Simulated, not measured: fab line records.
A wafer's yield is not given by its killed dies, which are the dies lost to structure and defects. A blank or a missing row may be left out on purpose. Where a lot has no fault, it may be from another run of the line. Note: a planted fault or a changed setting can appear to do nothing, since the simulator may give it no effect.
Which tool did it? -- flow n5Finfet -- 11 lots, 31 wafers sampled, at 3 steps of a route of 1938

== WHAT EACH GAUGE READ, for each wafer ==
N5_SD_EPI_N_EPI_MEAS_23.
lot,measured,on,thkNm (nm)
L788,day 3 06:04,filmMetro-02,59.8 59.3 57.2
L789,day 3 17:54,filmMetro-02,59.0 58.2 57.1
L790,day 4 00:05,filmMetro-01,56.9 57.6 57.9
L792,day 4 05:03,filmMetro-01,58.8 59.9 61.4
L797,day 5 16:08,filmMetro-01,59.1 58.2
L798,day 6 03:58,filmMetro-01,58.0 60.3 59.6
L799,day 6 08:54,filmMetro-01,56.3 58.7 58.4
L801,day 6 15:49,filmMetro-01,63.7 62.1 62.2
L802,day 6 20:17,filmMetro-02,56.9 60.6 59.2
L803,day 7 03:37,filmMetro-01,63.3 65.3 64.5
L810,day 8 18:56,filmMetro-02,58.1 58.7

== WHICH TOOL RAN EACH LOT (tool, then ch and the chambers of the sampled wafers, then the start) ==
lot,N5_SPACER0_ALD_00,N5_SD_EPI_N_EPI_21
L788,"aldSin-02 ch 1,2, day 3 01:39","epiRpcvd-04 ch 0, day 3 04:37"
L789,"aldSin-04 ch 0,1,2, day 3 12:44","epiRpcvd-04 ch 0, day 3 15:37"
L790,"aldSin-02 ch 2,3, day 3 19:10","epiRpcvd-03 ch 0, day 3 21:49"
L792,"aldSin-04 ch 0,1,2, day 4 00:01","epiRpcvd-04 ch 0, day 4 02:47"
L797,"aldSin-01 ch 1,3, day 5 11:14","epiRpcvd-04 ch 0, day 5 13:52"
L798,"aldSin-01 ch 0,2,3, day 5 23:01","epiRpcvd-03 ch 0, day 6 01:40"
L799,"aldSin-04 ch 2,3, day 6 02:53","epiRpcvd-02 ch 0, day 6 05:53"
L801,"aldSin-01 ch 0,1,2, day 6 11:22","epiRpcvd-03 ch 0, day 6 14:05"
L802,"aldSin-02 ch 2,3, day 6 14:23","epiRpcvd-02 ch 0, day 6 17:45"
L803,"aldSin-01 ch 0,2, day 6 23:17","epiRpcvd-03 ch 0, day 7 02:27"
L810,"aldSin-02 ch 1,3, day 8 14:07","epiRpcvd-02 ch 0, day 8 17:46"
- N5_SPACER0_ALD_00: deposits SiOCN, target thk 3.5 nm, pulse time 3 s, purge time 2 s.
- N5_SD_EPI_N_EPI_21: deposits Si:P, time 690 s.

== THE ANSWER, worked out from the rows above alone ==
Rule: the lots themselves supply what counts as usual. Put in order of their means at a reading, lots are off if they are a third of the lots or fewer, leave a main group of 4 or more, and stand apart from it by a gap of 3 or more times the standard deviation of the main group's means; of several such gaps the widest counts. If all means in a main group match to the digits the tables above print for the reading, that group is not used. A lot without any number at a reading at which 4 lots or more have one is off too. Any other lot the step has rows for is counted as sound.
Off: L801, L803, at N5_SD_EPI_N_EPI_MEAS_23 (thkNm). Main group: mean 58.6 nm, sd 0.74.
If a tool, at a process step before that reading, ran all the lots that are off and no sound lot after the first of them, it fits. Those tools and the gauges at N5_SD_EPI_N_EPI_MEAS_23 are tried in the same way. Can't be told from this: 3 tools fit, aldSin-01 at N5_SPACER0_ALD_00, epiRpcvd-03 at N5_SD_EPI_N_EPI_21, filmMetro-01 at N5_SD_EPI_N_EPI_MEAS_23.

== WHAT THE SIMULATOR HAD INSERTED ==
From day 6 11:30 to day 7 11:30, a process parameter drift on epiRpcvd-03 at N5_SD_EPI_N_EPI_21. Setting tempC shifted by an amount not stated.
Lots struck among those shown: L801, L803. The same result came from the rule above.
